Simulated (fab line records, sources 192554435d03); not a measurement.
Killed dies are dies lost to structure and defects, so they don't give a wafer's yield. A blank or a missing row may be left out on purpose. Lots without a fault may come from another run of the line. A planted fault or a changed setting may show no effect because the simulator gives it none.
Chamber matching | flow n5_finfet | N5_SDB_CMP_30 on cmp-03: 4 sister chambers
The step polishes, stops on poly-Si, t overpolish 1.54 s, target thk 30 nm. 8 wafers are shown with their chamber, then 9 later ones without.

WAFERS WITH THEIR CHAMBER
wafer  | chamber | head_pressure_psi (psi) | motor_current_A (A)
L081.3 | 3       | 4.157                   | 11.8
L081.6 | 0       | 4.144                   | 11.0
L082.4 | 1       | 4.137                   | 11.7
L085.1 | 0       | 4.153                   | 11.5
L085.3 | 3       | 4.158                   | 13.2
L089.3 | 2       | 4.148                   | 11.3
L089.5 | 1       | 4.141                   | 12.8
L089.6 | 2       | 4.156                   | 11.3

WAFERS WITHOUT THEIR CHAMBER
wafer  | head_pressure_psi (psi) | motor_current_A (A)
L091.2 | 4.128                   | 12.3
L091.3 | 4.154                   | 10.8
L091.5 | 4.151                   | 12.4
L093.1 | 4.151                   | 12.0
L093.2 | 4.142                   | 12.0
L093.6 | 4.142                   | 10.9
L095.1 | 4.156                   | 12.4
L095.5 | 4.142                   | 11.9
L095.6 | 4.152                   | 12.7

WHICH CHAMBER EACH WENT THROUGH
wafer  | from the rows above               | in truth
L091.2 | 1                                 | 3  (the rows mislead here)
L091.3 | can't be placed: 2 or 0 or 3      | 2
L091.5 | can't be placed: 3 or 2 or 0 or 1 | 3
L093.1 | can't be placed: 2 or 0 or 3 or 1 | 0
L093.2 | can't be placed: 1 or 0 or 2      | 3
L093.6 | can't be placed: 0 or 1 or 2      | 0
L095.1 | can't be placed: 3 or 2           | 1
L095.5 | can't be placed: 1 or 0 or 2      | 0
L095.6 | can't be placed: 3 or 2 or 0 or 1 | 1
Placed correctly: 0 of 9. Can't be placed from these rows: 8 (the true chamber is among the candidates in 6). Placed wrongly: 1.
How it was worked out, from the rows above alone: a wafer's distance from a chamber is the root of the sum, over the readings, of the square of ((its reading less the chamber's mean) divided by the reading's scatter). The wafer belongs to the nearest chamber; if the next one is less than 2 further off, it can't be placed. A chamber's mean is the mean of its shown wafers. The scatter: the root of (the sum of the squares of (reading less its chamber's mean) over the shown wafers, divided by (wafers less chambers)).
